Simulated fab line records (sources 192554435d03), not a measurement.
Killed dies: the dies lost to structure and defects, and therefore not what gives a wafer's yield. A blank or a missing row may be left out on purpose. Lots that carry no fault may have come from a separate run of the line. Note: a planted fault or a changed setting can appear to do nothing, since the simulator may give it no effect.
Comparing a struck lot with a sound one    flow n5 finfet    15 steps out of a route of 1938
Sound: the wafers L250.2, L250.5, L250.6. Wafers struck: L240.2, L240.5, L240.6. The cause comes at the end.
At each step with rows: each side's tool, then ch and its chambers, then its first start. Under that, the readings that differ: sound wafers    struck wafers    difference of the means    sigmas: that difference in standard deviations of wafers without a fault.
alike: readings with means less than 2 such deviations apart, plus words and numbers identical on both sides. not compared: withheld readings, readings lacking a value on some wafer, bounds such as >300 that could conceal the same value, and numbers that have no deviation in the record and whose values overlap.
A row with sigmas, a row that says differs or no value, or rows on one side alone: a step with any of these is where the two part. Numbers that don't overlap but have no deviation are shown without sigmas and don't part them. A reading missing from all wafers of one side parts the sides only when that side holds two or more wafers.

first, 4 steps without rows for these wafers: N5_SD_EPI_N_WET_ETCH_43 (etches SiO2 in dHF, time 14 s, target depth 1.5 nm); N5_SD_EPI_N_STRIP_18 (strips in SPM, time 750 s); N5_SD_EPI_N_SRD_20 (time 30 s); N5_SD_EPI_N_PRECLEAN_48 (cleans in NF3:NH3, afs cycles 2, time 20 s, sublimation time 60 s).
N5_SD_EPI_N_VAPOR_ETCH_50: etches Si in HCl, time 54 s.
  sound on epi rpcvd-01 ch 0, day 7 21:34; struck on epi rpcvd-04 ch 0, day 4 20:33
  alike: chamber pressure Torr, throttle valve pct
then, 1 step without rows for these wafers: N5_SD_EPI_N_EPI_21 (deposits Si:P, time 690 s).
N5_SD_EPI_N_EPI_MEAS_23:
  sound on film metro-02 at day 8 00:02; struck on film metro-02 at day 4 22:26
  alike: thk nm
then, 3 steps without rows for these wafers: N5_SD_EPI_N_PRECLEAN_24 (cleans in O3/DIW, time 60 s); N5_SD_EPI_N_SRD_25 (time 30 s); N5_SD_EPI_N_PRECLEAN_49 (cleans in NF3:NH3, afs cycles 1, time 20 s, sublimation time 60 s).
N5_SD_EPI_N_LINER_46: material SiNx, target thk 3 nm.
  sound on ald sin-02 ch 0,1,2, day 8 00:21; struck on ald sin-02 ch 0,1,3, day 4 23:04
  alike: chamber pressure Torr, heater power w
N5_SD_EPI_N_INSPECT_26: inspects for defects (darkfield).
  sound on defect inspect-01 at day 8 00:36; struck on defect inspect-02 at day 4 23:19
  alike: raw defect count
N5_SD_EPI_P_COAT_34: time 60 s, resist thk 350 nm.
  sound on litho track-02 ch 0, day 8 00:38; struck on litho track-05 ch 0, day 4 23:20
reading                                    sound                 struck                difference  sigmas
spin speed rpm (rpm)                       1500.3 1499.6 1500.9  1413.6 1412.5 1412.6  -87.4       -92
model.SOC_of_SD_EPI_P_COAT_34.thk nm (nm)  350 351 350.8         360.6 361.2 361.2     +10.4       
  alike: dispense pressure kPa, plate temp C
then, 1 step without rows for these wafers: N5_SD_EPI_P_COAT_35 (time 60 s, resist thk 35 nm).
-- a jump in the record: the struck wafers' starts before and after are 12 days apart (it breaks off in module SD_EPI_P and resumes in module PASSIVATION, where the first step shown is number 1936 of the route) --
N5_PASSIVATION_PROBE_49:
  the record has rows for the struck wafers here (prober-01, day 16 17:28) and none for the sound ones

WHERE THEY PART
Earliest at N5_SD_EPI_P_COAT_34; latest, in this record, at N5_PASSIVATION_PROBE_49.

WHY: whatever the simulator had introduced
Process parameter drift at N5_SD_EPI_P_COAT_34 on litho track-05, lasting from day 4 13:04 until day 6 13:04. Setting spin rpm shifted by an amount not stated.
